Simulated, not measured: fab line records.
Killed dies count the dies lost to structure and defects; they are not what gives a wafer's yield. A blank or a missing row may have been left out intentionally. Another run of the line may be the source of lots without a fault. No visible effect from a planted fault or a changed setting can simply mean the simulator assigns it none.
One fault through the eyes of 3 desks | flow n5Finfet | only its own numbers are on each desk; what lay behind them is given at the end
Where a reading is given only as a bound, like >300, the bound stands for it, and a mean or a difference that rests on one is marked > or <: the true number lies beyond.

## METROLOGY DESK
Means of the sampled wafers that have a number, per lot and without regard to the tool the lot ran on: this is what the gauges read. Any lot whose mean is over 4 standard deviations away from the usual mean is out of limits and marked OUT; that distance is given in the brackets.
Columns: A = cdNm at N5_MIM_BOT_LITHO_CD_MEAS_08, usual 2999.6 nm
lot  | first seen here | A
L573 | day 13 08:16    | 3000.8
L575 | day 13 17:10    | 3000.7
L574 | day 14 04:25    | 3000.2
L578 | day 14 11:22    | 3000.3
L577 | day 14 18:53    | 3000.3
L584 | day 16 09:01    | 3000.4
L587 | day 17 00:14    | 2997.9
L589 | day 17 04:23    | 2999.6
L588 | day 17 05:57    | 2998.2
L592 | day 18 12:13    | 3001.9
This desk found nothing out of limits on any of the 10 lots.

## THE DEFECT DESK
Inspection counts along the route, by lot: the mean over sampled wafers that carry a number. Any lot whose mean is over 4 standard deviations away from the usual mean is out of limits and marked OUT; that distance is given in the brackets.
Columns: A = rawDefectCount at N5_MIM_TOP_LITHO_INSPECT_12, usual 2.1
lot  | first seen here | A
L573 | day 13 07:17    | 0.7
L575 | day 13 16:22    | 3.0
L574 | day 14 03:35    | 3.3
L578 | day 14 10:26    | 1.3
L577 | day 14 17:50    | 1.3
L584 | day 16 07:59    | 3.3
L587 | day 16 23:10    | >101 (>+62) OUT
L589 | day 17 03:13    | 1.7
L588 | day 17 05:03    | >102 (>+62) OUT
L592 | day 18 11:24    | 3.0
This desk finds L587, L588 out of limits, L587 being first, at day 16 23:10 (rawDefectCount at N5_MIM_TOP_LITHO_INSPECT_12). L573, L575, L574, L578, L577, L584, L589, L592 stayed within limits.

## THE TOOL OWNER'S DESK: aldHk-02
The tool's own readings at N5_MIM_TOP_ALD_00 (deposits Al2O3, purge time 3 s, co reactant pulse time 3 s): means of the sampled wafers that have a number, for each lot that ran on this tool. Any lot whose mean is over 4 standard deviations away from the usual mean is out of limits and marked OUT; that distance is given in the brackets.
Columns: A = precursorPulseHeightRel at N5_MIM_TOP_ALD_00, usual 0.998
lot  | first seen here | A
L578 | day 14 08:46    | 1.000
L577 | day 14 14:26    | 0.994
L584 | day 16 06:26    | 0.995
L587 | day 16 19:21    | 0.991
L588 | day 17 03:23    | 1.004
This desk found nothing out of limits on any of the 5 lots.

## ALL TOGETHER
The defect desk could have raised an alarm at day 16 23:10, on L587, L588.
From the metrology desk's view, nothing was out of limits.
The tool owner's desk saw nothing out of limits.
The metrology desk holds a record of L587, L588, inside its limits.
Tool owner's desk: L587, L588 on record, inside its limits.
Of the lots named, all ran N5_MIM_TOP_ALD_00 on aldHk-02.

## WHAT HAD BEEN PUT IN BY THE SIMULATOR
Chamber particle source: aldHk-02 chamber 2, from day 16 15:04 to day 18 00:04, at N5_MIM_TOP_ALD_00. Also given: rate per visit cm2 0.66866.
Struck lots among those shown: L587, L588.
Hours from the fault's start to each desk's first reading out of limits: the defect desk, 8.
